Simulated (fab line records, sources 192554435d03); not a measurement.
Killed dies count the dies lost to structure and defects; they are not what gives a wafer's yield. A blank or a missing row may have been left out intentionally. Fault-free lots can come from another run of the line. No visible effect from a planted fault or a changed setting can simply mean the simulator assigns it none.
fab line records | flow n5Finfet
record lots=7 | wafers=21
route steps=1938 shown GATE_CUT@469 MOL_CONTACT_COAG@559 BEOL_M0_SAQP@676
startH: hours from the record's opening day to when the first of the lot's shown wafers began | waitH: time in hours since the lot's previous step | " as in the row above | L1.1+2: a single row standing in for several wafers | - either no value or no given start | * or withheld: withheld | < > ~ a bound
route shown NAME@n: NAME is a module with steps in the file, n the number in the route of the first one | usual: average and standard deviation across the fault-free wafers | same: alike in all rows | chamber/n: place in a boat | sites: each site's reading | _std_site: standard deviation across them | _edge_site: mean of outer sites minus mean of inner sites | radiusMm: for every site, how far away it sits from the centre of the wafer | mask NAME#n: copy n | behind: the tool/chamber that last shaped the wafer | hold: cause of the lot's hold/its duration in hours/its outcome | device: transistor that didn't switch, given as n, p or np | end of line: the tests these same wafers got at the end of their route | a step with no rows: only its recipe | killed: at the first sort, the dies lost to defects and structure; wafer yield is something else | map: per-die view of a wafer (x killed, . not killed, _ where there is no die)
set.NAME: the run value of the setting; set.NAME@STEP: its run value at that earlier step | model.NAME: the simulator's own value behind a step, which no gauge read
lots whose settings were changed on purpose; a table a step, a row a wafer
## steps
# step N5_GATE_CUT_ETCH_58
# recipe chemistry=CH3F/O2 | target=SiNx | targetDepthA=170 | timeS=128.6 | ionEnergyEv=50 | pressureMtorr=30 | sourceW=415 | biasW=21 | Ar_flow_sccm=150 | CH3F_flow_sccm=30 | O2_flow_sccm=20
lot.wafer | tool       | chamber | startH | waitH | set.timeS | model.etch.depthNm
L077.3    | rieDiel-03 | 3       | 104.62 | 0.0   | 128.6     | 16.82
L077.5    | "          | 1       | "      | "     | 128.6     | 16.8
L077.6    | "          | 2       | "      | "     | 128.6     | 16.38
L079.1    | rieDiel-03 | 0       | 113.99 | 0.0   | 128.6     | 17.32
L079.3+4  | "          | 3,1     | "      | "     | 128.6     | 16.67
L080.2    | rieDiel-05 | 1       | 116.66 | 0.1   | 108.4     | 13.53
L080.5    | "          | 0       | "      | "     | 128.6     | 16.25
L080.6    | "          | 1       | "      | "     | 128.6     | 16.06
L081.1    | rieDiel-01 | 1       | 123.06 | 0.0   | 128.6     | 16.99
L081.5    | "          | 0       | "      | "     | 153.4     | 21.2
L081.6    | "          | 1       | "      | "     | 153.4     | 20.24
L085.1    | rieDiel-01 | 3       | 148.97 | 0.0   | 144       | 18.83
L085.2    | "          | 0       | "      | "     | 128.6     | 17.96
L085.5    | "          | 3       | "      | "     | 128.6     | 16.69
L086.1    | rieDiel-01 | 1       | 156.21 | 0.0   | 103.5     | 13.62
L086.5    | "          | 0       | "      | "     | 128.6     | 18.13
L086.6    | "          | 3       | "      | "     | 128.6     | 16.73
L088.1    | rieDiel-03 | 0       | 165.47 | 0.0   | 128.6     | 17.75
L088.2    | "          | 1       | "      | "     | 128.6     | 16.95
L088.5    | "          | 0       | "      | "     | 128.6     | 17.65
# step N5_MOL_CONTACT_COAG_ALD_27
# recipe material=SiOC | targetThkA=170 | tempC=400 | aldPrecursorFamily=carbosiloxane | aldCoReactant=H2-plasma | pulseTimeS=1.5 | timeS=2720 | purgeTimeS=2 | coReactantPurgeTimeS=2 | aldCycles=340 | pressureTorr=2
lot.wafer  | tool      | chamber | startH | waitH | set.aldCycles | model.SiOC_of_MOL_CONTACT_COAG_ALD_27.thkNm
L077.3     | aldSin-02 | 1       | 121.14 | 0.3   | 340           | 17
L077.5     | "         | 2       | "      | "     | 340           | 17.2
L077.6     | "         | 3       | "      | "     | 380           | 18.8
L079.1+3+4 | aldSin-04 | 0,1,3   | 129.41 | 0.0   | 340           | 17
L080.2     | aldSin-04 | 0       | 132.34 | 0.0   | 340           | 17
L080.5     | "         | 3       | "      | "     | 367           | 18.4
L080.6     | "         | 2       | "      | "     | 340           | 17.2
L081.1     | aldSin-04 | 1       | 136.53 | 0.0   | 340           | 17
L081.5+6   | "         | 1,0     | "      | "     | 371           | 18.6
L085.1+2   | aldSin-02 | 2,1     | 162.80 | 0.0   | 340           | 17.2
L085.5     | "         | 2       | "      | "     | 294           | 14.8
L086.1+6   | aldSin-02 | 0,3     | 171.93 | 1.4   | 340           | 16.8
L086.5     | "         | 2       | "      | "     | 340           | 17
L088.1+2   | aldSin-04 | 0,2     | 180.42 | 0.0   | 340           | 17
L088.5     | "         | 3       | "      | "     | 373           | 18.6
# step N5_MOL_CONTACT_COAG_EXPOSE_81
# recipe maskId=VG | na=0.33 | sourceShape=annular | sigmaInner=0.3 | sigmaOuter=0.7 | polarization=unpolarized | defocusNm=0 | doseMj=59.5
lot.wafer  | tool          | chamber | startH | waitH | mask | set.doseMj
L077.3+6   | euvScanner-02 | 0       | 123.88 | -     | VG#0 | 60.67
L077.5     | "             | 0       | "      | "     | VG#0 | 59.5
L079.1+3+4 | euvScanner-02 | 0       | 132.01 | -     | VG#0 | 59.5
L080.2+5   | euvScanner-01 | 0       | 135.07 | -     | VG#0 | 61.82
L080.6     | "             | 0       | "      | "     | VG#0 | 59.5
L081.1+6   | euvScanner-01 | 0       | 139.38 | -     | VG#0 | 58.07
L081.5     | "             | 0       | "      | "     | VG#0 | 59.5
L085.1+2+5 | euvScanner-01 | 0       | 165.68 | -     | VG#0 | 59.5
L086.1+5   | euvScanner-02 | 0       | 174.65 | -     | VG#0 | 62.73
L086.6     | "             | 0       | "      | "     | VG#0 | 59.5
L088.1+2+5 | euvScanner-02 | 0       | 183.27 | -     | VG#0 | 59.5
# step N5_MOL_CONTACT_COAG_PEB_82
# recipe pebTempC=100 | pebTimeS=60 | resist=CAR-EUV
# step N5_MOL_CONTACT_COAG_DEVELOP_83
# recipe developTimeS=30 | developer=TMAH | resist=CAR-EUV | rinseLiquid=surfactantRinse | dry=airSpin | devTempC=23
# step N5_MOL_CONTACT_COAG_CD_MEAS_84
# recipe targetCdNm=25.1 | landingEnergyEv=500 | detector=seInlens | polarity=opening
# usual cdNm=25.12/0.28
lot.wafer | tool     | chamber | startH | waitH | set.doseMj@MOL_CONTACT_COAG_EXPOSE_81 | cdNm
L077.3    | cdSem-03 | 0       | 124.00 | -     | 60.67                                 | 25.32
L077.5    | "        | 0       | "      | "     | 59.5                                  | 24.61
L077.6    | "        | 0       | "      | "     | 60.67                                 | 25.61
L079.1    | cdSem-02 | 0       | 132.15 | -     | 59.5                                  | 24.91
L079.3    | "        | 0       | "      | "     | 59.5                                  | 24.66
L079.4    | "        | 0       | "      | "     | 59.5                                  | 24.66
L080.2    | cdSem-01 | 0       | 135.21 | -     | 61.82                                 | 25.70
L080.5    | "        | 0       | "      | "     | 61.82                                 | 26.33
L080.6    | "        | 0       | "      | "     | 59.5                                  | 25.08
L081.1    | cdSem-01 | 0       | 139.53 | -     | 58.07                                 | 25.18
L081.5    | "        | 0       | "      | "     | 59.5                                  | 25.29
L081.6    | "        | 0       | "      | "     | 58.07                                 | 24.61
L085.1    | cdSem-01 | 0       | 165.82 | -     | 59.5                                  | 25.08
L085.2    | "        | 0       | "      | "     | 59.5                                  | 25.25
L085.5    | "        | 0       | "      | "     | 59.5                                  | 24.84
L086.1    | cdSem-03 | 0       | 174.79 | -     | 62.73                                 | 26.64
L086.5    | "        | 0       | "      | "     | 62.73                                 | 26.64
L086.6    | "        | 0       | "      | "     | 59.5                                  | 25.44
L088.1    | cdSem-03 | 0       | 183.41 | -     | 59.5                                  | 25.02
L088.2    | "        | 0       | "      | "     | 59.5                                  | 24.80
L088.5    | "        | 0       | "      | "     | 59.5                                  | 25.18
# step N5_MOL_CONTACT_COAG_ALD_133
# recipe material=SiO2 | targetThkA=50 | tempC=100 | aldPrecursorFamily=BDEAS | aldCoReactant=O2-plasma | pulseTimeS=1 | coReactantPulseTimeS=1 | purgeTimeS=2 | coReactantPurgeTimeS=2 | aldCycles=35 | pressureTorr=2
lot.wafer  | tool      | chamber | startH | waitH | set.aldCycles | model.SiO2_of_MOL_CONTACT_COAG_ALD_133.thkNm
L077.3+6   | aldSin-02 | 1,2     | 126.05 | 0.1   | 40            | 5.8
L077.5     | "         | 1       | "      | "     | 40            | 5.6
L079.1+3+4 | aldSin-03 | 0,3,1   | 133.79 | 0.1   | 35            | 5
L080.2+5+6 | aldSin-02 | 0,1,3   | 137.63 | 0.5   | 35            | 5
L081.1+5+6 | aldSin-02 | 3,1,0   | 141.53 | 0.1   | 35            | 5
L085.1+5   | aldSin-03 | 2,1     | 168.27 | 0.1   | 39            | 5.6
L085.2     | "         | 1       | "      | "     | 35            | 5
L086.1+6   | aldSin-02 | 0,1     | 177.47 | 0.1   | 35            | 5
L086.5     | "         | 2       | "      | "     | 37            | 5.2
L088.1+5   | aldSin-02 | 1       | 185.77 | 0.1   | 39            | 5.6
L088.2     | "         | 0       | "      | "     | 35            | 5
# step N5_MOL_CONTACT_COAG_VIA_ETCH_117
# recipe chemistry=C4F6/O2 | targetDepthA=400 | overetchA=80 | maskMaterial=SOC | target=SiO2 | biasW=455 | pressureMtorr=10 | timeS=26 | sourceW=325 | Ar_flow_sccm=300 | C4F6_flow_sccm=10 | O2_flow_sccm=10 | ionEnergyEv=575.3 | ends=endPoint
# usual rfVppV=1579/31
lot.wafer | tool       | chamber | startH | waitH | set.biasW | rfVppV
L077.3    | rieDiel-02 | 1       | 126.39 | 0.0   | 455       | 1521
L077.5    | "          | 3       | "      | "     | 455       | 1637
L077.6    | "          | 0       | "      | "     | 484       | 1639
L079.1    | rieDiel-02 | 2       | 134.12 | 0.0   | 455       | 1587
L079.3    | "          | 3       | "      | "     | 455       | 1636
L079.4    | "          | 0       | "      | "     | 455       | 1566
L080.2    | rieDiel-06 | 2       | 137.97 | 0.0   | 455       | 1540
L080.5    | "          | 2       | "      | "     | 455       | 1540
L080.6    | "          | 1       | "      | "     | 382.1     | 1382
L081.1    | rieDiel-04 | 1       | 141.87 | 0.0   | 525.5     | 1776
L081.5    | "          | 1       | "      | "     | 525.5     | 1776
L081.6    | "          | 2       | "      | "     | 455       | 1565
L085.1    | rieDiel-04 | 2       | 168.61 | 0.0   | 455       | 1565
L085.2    | "          | 3       | "      | "     | 398.9     | 1395
L085.5    | "          | 0       | "      | "     | 398.9     | 1432
L086.1    | rieDiel-02 | 0       | 178.09 | 0.0   | 455       | 1564
L086.5    | "          | 3       | "      | "     | 455       | 1634
L086.6    | "          | 0       | "      | "     | 455       | 1566
L088.1    | rieDiel-06 | 1       | 186.22 | 0.0   | 455       | 1575
L088.2    | "          | 0       | "      | "     | 455       | 1594
L088.5    | "          | 1       | "      | "     | 490.7     | 1666
# step N5_BEOL_M0_SAQP_SPACER2_ALD_26
# recipe material=SiO2 | targetThkA=150 | tempC=300 | aldPrecursorFamily=BDEAS | aldCoReactant=O2-plasma | pulseTimeS=1 | purgeTimeS=2 | coReactantPurgeTimeS=2 | pressureTorr=2
lot.wafer  | tool      | chamber | startH | waitH | set.targetThkA | model.SiO2_of_BEOL_M0_SAQP_SPACER2_ALD_26.thkNm
L077.3+5   | aldSin-03 | 0       | 141.17 | 0.1   | 150            | 15
L077.6     | "         | 3       | "      | "     | 150            | 15.2
L079.1+4   | aldSin-04 | 3,1     | 144.22 | 0.2   | 150            | 14.8
L079.3     | "         | 2       | "      | "     | 150            | 15
L080.2+5+6 | aldSin-01 | 1,3,0   | 146.81 | 0.1   | 150            | 15
L081.1+5+6 | aldSin-03 | 3,3,0   | 151.65 | 0.1   | 150            | 15
L085.1+2   | aldSin-04 | 2,1     | 178.92 | 0.2   | 150            | 15
L085.5     | "         | 1       | "      | "     | 157.1          | 15.8
L086.1+6   | aldSin-01 | 2       | 189.86 | 0.4   | 150            | 15
L086.5     | "         | 3       | "      | "     | 168.7          | 17
L088.1+2   | aldSin-04 | 2,0     | 199.27 | 0.1   | 168.7          | 16.8
L088.5     | "         | 3       | "      | "     | 150            | 15
# step N5_BEOL_M0_SAQP_SPACER2_ETCHBACK_27
# recipe chemistry=CHF3/O2 | mode=anisotropicEtchback | target=SiO2 | targetDepthA=225 | timeS=11.25 | pressureMtorr=30 | sourceW=650 | biasW=170 | Ar_flow_sccm=200 | CHF3_flow_sccm=50 | O2_flow_sccm=5 | ionEnergyEv=200
# step N5_BEOL_M0_SAQP_MANDREL2_REMOVE_110
# recipe chemistry=HBr/Cl2/O2 | btTimeS=10 | target=a-Si | stopOn=SiCN | endpoint=OES-SiCl | overEtchFrac=1 | icpW=600 | biasW=30 | HBr_flow_sccm=150 | Cl2_flow_sccm=80 | O2_flow_sccm=5 | pressureMtorr=10
lot.wafer  | tool     | chamber | startH | waitH | set.targetThkA@BEOL_M0_SAQP_SPACER2_ALD_26 | model.BEOL_M0_SAQP.cdNm
L077.3+5   | rieSi-05 | 1,2     | 141.81 | 0.1   | 150                                        | 15
L077.6     | "        | 3       | "      | "     | 150                                        | 15.2
L079.1     | rieSi-04 | 3       | 144.86 | 0.1   | 150                                        | 14.8
L079.3     | "        | 2       | "      | "     | 150                                        | 15
L079.4     | "        | 0       | "      | "     | 150                                        | 14.6
L080.2+5+6 | rieSi-04 | 3,1,2   | 147.46 | 0.1   | 150                                        | 15
L081.1+5+6 | rieSi-04 | 1,2,3   | 152.29 | 0.1   | 150                                        | 15
L085.1     | rieSi-04 | 3       | 179.57 | 0.1   | 150                                        | 14.8
L085.2     | "        | 0       | "      | "     | 150                                        | 15
L085.5     | "        | 3       | "      | "     | 157.1                                      | 15.6
L086.1+6   | rieSi-05 | 2       | 190.74 | 0.1   | 150                                        | 14.8
L086.5     | "        | 1       | "      | "     | 168.7                                      | 16.8
L088.1+2   | rieSi-04 | 3,1     | 199.91 | 0.1   | 168.7                                      | 16.8
L088.5     | "        | 1       | "      | "     | 150                                        | 15
# step N5_BEOL_M0_SAQP_CD_MEAS_29
# recipe targetCdNm=14.4 | landingEnergyEv=1000 | detector=seInlens
# usual cdNm=14.96/0.25
lot.wafer | tool     | chamber | startH | waitH | set.targetThkA@BEOL_M0_SAQP_SPACER2_ALD_26 | cdNm
L077.3    | cdSem-01 | 0       | 141.92 | 0.1   | 150                                        | 15.08
L077.5    | "        | 0       | "      | "     | 150                                        | 14.59
L077.6    | "        | 0       | "      | "     | 150                                        | 15.12
L079.1    | cdSem-02 | 0       | 144.97 | 0.1   | 150                                        | 14.58
L079.3    | "        | 0       | "      | "     | 150                                        | 14.86
L079.4    | "        | 0       | "      | "     | 150                                        | 14.89
L080.2    | cdSem-01 | 0       | 147.57 | 0.1   | 150                                        | 14.98
L080.5    | "        | 0       | "      | "     | 150                                        | 15.18
L080.6    | "        | 0       | "      | "     | 150                                        | 14.99
L081.1    | cdSem-03 | 0       | 152.40 | 0.1   | 150                                        | 15.17
L081.5    | "        | 0       | "      | "     | 150                                        | 14.84
L081.6    | "        | 0       | "      | "     | 150                                        | 14.78
L085.1    | cdSem-02 | 0       | 179.68 | 0.1   | 150                                        | 14.89
L085.2    | "        | 0       | "      | "     | 150                                        | 15.08
L085.5    | "        | 0       | "      | "     | 157.1                                      | 15.75
L086.1    | cdSem-01 | 0       | 190.85 | 0.1   | 150                                        | 14.89
L086.5    | "        | 0       | "      | "     | 168.7                                      | 17.17
L086.6    | "        | 0       | "      | "     | 150                                        | 14.68
L088.1    | cdSem-03 | 0       | 200.02 | 0.1   | 168.7                                      | 16.67
L088.2    | "        | 0       | "      | "     | 168.7                                      | 16.78
L088.5    | "        | 0       | "      | "     | 150                                        | 15.21
## key
split step=N5_GATE_CUT_ETCH_58 | setting=timeS | stated=128.6 | by=wafer
response step=N5_GATE_CUT_ETCH_58 | reading=model.etch.depthNm | change=+0.18 | per=1% | r=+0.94
split step=N5_MOL_CONTACT_COAG_ALD_27 | setting=aldCycles | stated=340 | by=wafer
response step=N5_MOL_CONTACT_COAG_ALD_27 | reading=model.SiOC_of_MOL_CONTACT_COAG_ALD_27.thkNm | change=+0.165 | per=1% | r=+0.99
split step=N5_MOL_CONTACT_COAG_EXPOSE_81 | setting=doseMj | stated=59.5 | by=wafer
response step=N5_MOL_CONTACT_COAG_CD_MEAS_84 | reading=cdNm | change=+0.235 | per=1% | r=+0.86
split step=N5_MOL_CONTACT_COAG_ALD_133 | setting=aldCycles | stated=35 | by=wafer
response step=N5_MOL_CONTACT_COAG_ALD_133 | reading=model.SiO2_of_MOL_CONTACT_COAG_ALD_133.thkNm | change=+0.0506 | per=1% | r=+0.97
split step=N5_MOL_CONTACT_COAG_VIA_ETCH_117 | setting=biasW | stated=455 | by=wafer
response step=N5_MOL_CONTACT_COAG_VIA_ETCH_117 | reading=rfVppV | change=+11.6 | per=1% | r=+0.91
split step=N5_BEOL_M0_SAQP_SPACER2_ALD_26 | setting=targetThkA | stated=150 | by=wafer
response step=N5_BEOL_M0_SAQP_SPACER2_ALD_26 | reading=model.SiO2_of_BEOL_M0_SAQP_SPACER2_ALD_26.thkNm | change=+0.154 | per=1% | r=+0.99
response step=N5_BEOL_M0_SAQP_MANDREL2_REMOVE_110 | reading=model.BEOL_M0_SAQP.cdNm | change=+0.152 | per=1% | r=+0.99
response step=N5_BEOL_M0_SAQP_CD_MEAS_29 | reading=cdNm | change=+0.157 | per=1% | r=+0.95
